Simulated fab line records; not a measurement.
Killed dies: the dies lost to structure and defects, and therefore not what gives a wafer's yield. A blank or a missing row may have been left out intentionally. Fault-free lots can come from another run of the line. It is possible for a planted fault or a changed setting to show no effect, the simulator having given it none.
Comparing a struck lot with a sound one	flow n5_finfet	18 steps out of a route of 1938
Sound: the wafers L846.2, L846.4, L846.6. The struck wafers were L851.1, L851.3, L851.5. Last of all comes the cause.
Order at every step that has rows: each side's tool, ch and its chambers, its first start. Under that, the readings that differ: sound wafers	struck wafers	difference of the means	sigmas: that difference in standard deviations of wafers without a fault.
alike: readings with means less than 2 such deviations apart, plus words and numbers identical on both sides. not compared: withheld readings, readings lacking a value on some wafer, bounds such as >300 that could conceal the same value, and numbers that have no deviation in the record and whose values overlap.
The two part at a step that has a row with sigmas, a row that says differs or no value, or rows on one side only. Non-overlapping numbers with no deviation appear without sigmas and do not part them. A reading missing from all wafers of one side parts the sides only when that side holds two or more wafers.

first, 3 steps without rows for these wafers: N5_HKMG_FIN_WET_ETCH_65 (etches a-Si in TMAH, stops on TiN, time 49 s, target depth 3 nm); N5_HKMG_FIN_WET_ETCH_81 (etches TiN in SC1, stops on HfO2, time 57 s, target depth 6 nm); N5_HKMG_FIN_WET_ETCH_82 (etches La2O3 in dHCl, stops on HfO2, target depth 2 nm, rinse time 30 s).
N5_HKMG_FIN_ALD_36: deposits TiN, target thk 1 nm, pulse time 1 s, purge time 3 s.
  sound on ald_metal-04 ch 0,2,3, day 5 01:12; struck on ald_metal-03 ch 1,2, day 6 09:00
  alike: heater_power_w, precursor_pulse_height_rel
N5_HKMG_FIN_THK_MEAS_70: measures by xrf.
  sound on film_metro-02 at day 5 01:29; struck on film_metro-01 at day 6 09:17
  alike: HK_THK
N5_HKMG_FIN_PWFM_ALD_03: deposits TiN, target thk 2 nm, pulse time 1 s, purge time 3 s.
  sound on ald_metal-03 ch 1,2,3, day 5 01:31; struck on ald_metal-04 ch 1,3, day 6 09:19
  alike: heater_power_w, precursor_pulse_height_rel
then, 6 steps without rows for these wafers: N5_HKMG_FIN_COAT_29 (time 60 s, resist thk 300 nm); N5_HKMG_FIN_COAT_30 (time 60 s, resist thk 35 nm); N5_HKMG_FIN_COAT_06 (resist thk 90 nm); N5_HKMG_FIN_EBR_08; N5_HKMG_FIN_SOFTBAKE_07 (time 60 s); N5_HKMG_FIN_EXPOSE_09 (exposes mask NWFM).
N5_HKMG_FIN_PEB_10: peb time 60 s.
  sound on litho_track-05 ch 0, day 5 02:17; struck on litho_track-05 ch 0, day 6 09:58
then, 1 step without rows for these wafers: N5_HKMG_FIN_DEVELOP_11 (develop time 30 s).
N5_HKMG_FIN_CD_MEAS_12 targets a cd of 92.8 nm.
  sound on cd_sem-01 ch 0, day 5 02:22; struck on cd_sem-03 ch 0, day 6 10:02
reading	sound	struck	difference	sigmas
cd_nm (nm)	92.9 92.9 93.2	103.3 102.5 103.1	+10.0	+13
N5_HKMG_FIN_OVL_MEAS_13:
  sound on overlay-01 ch 0, day 5 02:23; struck on overlay-02 ch 0, day 6 10:04
  alike: NWFM_OVL
-- here the record skips 4 days between the struck wafers' starts before and after, leaving off in module HKMG_FIN and picking up in module BEOL_M4 (first step shown: number 1111 of the route) --
N5_BEOL_M4_RC_MEAS_101:
  sound on prober-02 ch 0, day 9 06:36; struck on prober-01 ch 0, day 10 09:54
  alike: DIBL_N, DIBL_P, IOFF_N, IOFF_P, ION_N, ION_P, SS_N, SS_P, VT_N, VT_P
-- record jumps: 4 days separate the struck wafers' starts on either side; left off in module BEOL_M4, taken up again in module PASSIVATION, whose first shown step is the route's number 1936 --
N5_PASSIVATION_PROBE_49:
  sound on prober-01 at day 13 19:55; struck on prober-02 at day 14 20:43
reading	sound	struck	difference	sigmas
killed_on_rim	9 11 9	29 14 17	+10	+2
  alike: defect_limited_yield, killed_at_M0_to_M3, killed_at_M4_up, killed_at_contacts, killed_at_front_end, killed_at_other, killed_dies, killed_open, killed_short, sort_bin_5_function, sort_bin_6_memory, sort_bin_8_speed, sort_n_pass, sort_yield_pct

== WHERE THEY PART ==
First at N5_HKMG_FIN_CD_MEAS_12; last, within this record, at N5_PASSIVATION_PROBE_49.

WHY: whatever the simulator had introduced
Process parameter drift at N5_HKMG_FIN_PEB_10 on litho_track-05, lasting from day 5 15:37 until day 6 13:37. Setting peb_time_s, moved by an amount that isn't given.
